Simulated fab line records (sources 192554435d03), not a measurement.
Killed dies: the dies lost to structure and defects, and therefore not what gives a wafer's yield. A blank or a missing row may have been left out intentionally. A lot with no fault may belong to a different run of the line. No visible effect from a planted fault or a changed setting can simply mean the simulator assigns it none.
The tool behind it: which one? + flow n5_finfet + Sampling: 14 lots, 42 wafers, 3 of 1938 route steps

WHAT EACH GAUGE READ, for each wafer
N5_SPACER0_INSPECT_04: inspects for defects (darkfield). Usual: raw_defect_count reads 129 (standard deviation 30).
| lot  | measured    | on                | raw_defect_count | flag |
|------|-------------|-------------------|------------------|------|
| L154 | day 2 22:17 | defect_inspect-02 | 186 118 94       |      |
| L155 | day 3 10:34 | defect_inspect-02 | 153 146 198      |      |
| L156 | day 3 12:31 | defect_inspect-01 | 75 79 86         |      |
| L157 | day 3 17:50 | defect_inspect-01 | 169 179 146      |      |
| L158 | day 3 23:18 | defect_inspect-02 | 183 156 166      |      |
| L159 | day 4 08:43 | defect_inspect-01 | 126 117 120      |      |
| L160 | day 4 13:35 | defect_inspect-01 | 159 120 97       |      |
| L162 | day 5 00:11 | defect_inspect-01 | 125 103 180      |      |
| L164 | day 5 14:34 | defect_inspect-02 | 142 85 120       |      |
| L173 | day 7 19:05 | defect_inspect-02 | 124 149 174      |      |
| L174 | day 7 23:56 | defect_inspect-02 | 110 124 93       |      |
| L175 | day 8 06:44 | defect_inspect-02 | 109 126 115      |      |
| L176 | day 8 13:01 | defect_inspect-02 | 167 124 119      |      |
| L177 | day 8 23:19 | defect_inspect-01 | 171 102 108      |      |

EACH LOT AND THE TOOL THAT RAN IT (in order: tool; ch and the chambers of the sampled wafers; start)
| lot  | N5_DUMMY_GATE_DESCUM_20           | N5_DUMMY_GATE_ETCH_23           |
|------|-----------------------------------|---------------------------------|
| L154 | rie_diel-03 ch 2,3, day 2 20:29   | rie_si-06 ch 0,3, day 2 21:13   |
| L155 | rie_diel-03 ch 2,3, day 3 07:13   | rie_si-01 ch 1,2,3, day 3 07:56 |
| L156 | rie_diel-06 ch 0,1,3, day 3 10:38 | rie_si-06 ch 0,3, day 3 11:21   |
| L157 | rie_diel-02 ch 1,2,3, day 3 15:52 | rie_si-05 ch 1,2,3, day 3 16:38 |
| L158 | rie_diel-06 ch 1,2, day 3 21:32   | rie_si-06 ch 2,3, day 3 22:14   |
| L159 | rie_diel-02 ch 0,1,3, day 4 05:38 | rie_si-01 ch 0,1, day 4 06:22   |
| L160 | rie_diel-02 ch 0,1, day 4 11:37   | rie_si-05 ch 0,2, day 4 12:29   |
| L162 | rie_diel-06 ch 2,3, day 4 22:07   | rie_si-05 ch 1,2,3, day 4 23:06 |
| L164 | rie_diel-06 ch 3, day 5 11:06     | rie_si-06 ch 0,2,3, day 5 11:55 |
| L173 | rie_diel-06 ch 0,2,3, day 7 17:14 | rie_si-01 ch 1,2, day 7 17:58   |
| L174 | rie_diel-02 ch 1,2, day 7 22:07   | rie_si-06 ch 0,3, day 7 22:49   |
| L175 | rie_diel-03 ch 1,2, day 8 04:53   | rie_si-01 ch 1,3, day 8 05:40   |
| L176 | rie_diel-02 ch 0,2,3, day 8 10:06 | rie_si-01 ch 0,2, day 8 10:48   |
| L177 | rie_diel-02 ch 1,2,3, day 8 16:17 | rie_si-06 ch 0,1,3, day 8 17:16 |
- N5_DUMMY_GATE_DESCUM_20: chemistry O2, time 6.2 s.
- N5_DUMMY_GATE_ETCH_23: etches poly-Si in HBr/Cl2/O2, target depth 41 nm, time 22.3 s.

AS READ BY THE TOOLS THEMSELVES (means over the sampled wafers that have a number; for cases with no such wafer, the mark the record gives instead)
N5_DUMMY_GATE_DESCUM_20. Usual: drypump_motor_current_A 5.8 A, standard deviation 0.41; oes_product_au 0.81 a.u., standard deviation 0.1; rf_fwd_power_W 49.66 W, standard deviation 0.16; rf_vpp_V 243.6 V, standard deviation 1.5; showerhead_plenum_p_Torr 2.12 Torr, standard deviation 0.079; throttle_valve_pct 20.38 %, standard deviation 0.24.
| lot  | tool        | drypump_motor_current_A (A) | oes_product_au (a.u.) | rf_fwd_power_W (W) | rf_vpp_V (V) | showerhead_plenum_p_Torr (Torr) | throttle_valve_pct (%) | flag |
|------|-------------|-----------------------------|-----------------------|--------------------|--------------|---------------------------------|------------------------|------|
| L154 | rie_diel-03 | 5.3                         | 0.73                  | 49.70              | 242.5        | 2.06                            | 20.61                  |      |
| L155 | rie_diel-03 | 5.3                         | 0.73                  | 49.55              | 242.2        | 2.06                            | 20.63                  |      |
| L156 | rie_diel-06 | 5.9                         | 0.75                  | 49.76              | 244.3        | 2.15                            | 20.35                  |      |
| L157 | rie_diel-02 | 6.0                         | 0.75                  | 49.73              | 242.4        | 2.06                            | 20.45                  |      |
| L158 | rie_diel-06 | 5.9                         | 0.78                  | 49.66              | 243.5        | 2.15                            | 20.37                  |      |
| L159 | rie_diel-02 | 5.9                         | 0.78                  | 49.73              | 244.7        | 2.13                            | 20.24                  |      |
| L160 | rie_diel-02 | 6.1                         | 0.85                  | 49.71              | 245.4        | 2.21                            | 20.06                  |      |
| L162 | rie_diel-06 | 5.4                         | 0.91                  | 49.49              | 243.6        | 2.17                            | 20.29                  |      |
| L164 | rie_diel-06 | 5.8                         | 0.86                  | 49.71              | 244.9        | 2.22                            | 20.14                  |      |
| L173 | rie_diel-06 | 5.7                         | 0.80                  | 49.76              | 243.5        | 2.14                            | 20.38                  |      |
| L174 | rie_diel-02 | 6.3                         | 0.76                  | 49.63              | 244.0        | 2.12                            | 20.30                  |      |
| L175 | rie_diel-03 | 5.5                         | 0.75                  | 49.45              | 242.1        | 2.07                            | 20.57                  |      |
| L176 | rie_diel-02 | 5.9                         | 0.85                  | 49.77              | 243.2        | 2.15                            | 20.37                  |      |
| L177 | rie_diel-02 | 6.0                         | 0.82                  | 49.87              | 244.1        | 2.14                            | 20.38                  |      |

N5_DUMMY_GATE_ETCH_23. Usual: drypump_motor_current_A 5.7 A, standard deviation 0.38; oes_product_au 0.989 a.u., standard deviation 0.015; rf_fwd_power_W 795 W, standard deviation 3.2; throttle_valve_pct 37.23 %, standard deviation 0.25.
| lot  | tool      | drypump_motor_current_A (A) | oes_product_au (a.u.) | rf_fwd_power_W (W) | throttle_valve_pct (%) | flag |
|------|-----------|-----------------------------|-----------------------|--------------------|------------------------|------|
| L154 | rie_si-06 | 5.7                         | 0.975                 | 797                | 37.58                  |      |
| L155 | rie_si-01 | 5.8                         | 0.975                 | 794                | 37.17                  |      |
| L156 | rie_si-06 | 5.7                         | 0.994                 | 797                | 37.58                  |      |
| L157 | rie_si-05 | 5.7                         | 0.981                 | 799                | 37.22                  |      |
| L158 | rie_si-06 | 5.5                         | 0.978                 | 795                | 37.35                  |      |
| L159 | rie_si-01 | 5.1                         | 0.987                 | 798                | 37.28                  |      |
| L160 | rie_si-05 | 5.8                         | 0.983                 | 791                | 37.02                  |      |
| L162 | rie_si-05 | 5.7                         | 0.984                 | 795                | 37.22                  |      |
| L164 | rie_si-06 | 5.8                         | 0.979                 | 797                | 37.27                  |      |
| L173 | rie_si-01 | 5.5                         | 0.989                 | 790                | 37.32                  |      |
| L174 | rie_si-06 | 6.0                         | 0.993                 | 798                | 37.51                  |      |
| L175 | rie_si-01 | 5.4                         | 0.983                 | 791                | 37.25                  |      |
| L176 | rie_si-01 | 5.4                         | 1.012                 | 796                | 37.19                  |      |
| L177 | rie_si-06 | 5.8                         | 0.996                 | 796                | 37.51                  |      |

THE ANSWER, worked out from the rows above alone
Rule: lot off if the mean of its wafers having a number is beyond 3 standard deviations from the usual mean. Also off: a lot with no number at a reading for which 4 or more lots have one. Any other lot the step has rows for is counted as sound. After the gauges, taken in route order, come the tools' own readings; for these a lot's mean is taken, as printed above. At the first step where some lot is off, the reading lying furthest off is the one used; lots without a number count as furthest.
Nothing can be told from this: no lot is off at any reading shown.

WHAT WAS PUT IN BY THE SIMULATOR
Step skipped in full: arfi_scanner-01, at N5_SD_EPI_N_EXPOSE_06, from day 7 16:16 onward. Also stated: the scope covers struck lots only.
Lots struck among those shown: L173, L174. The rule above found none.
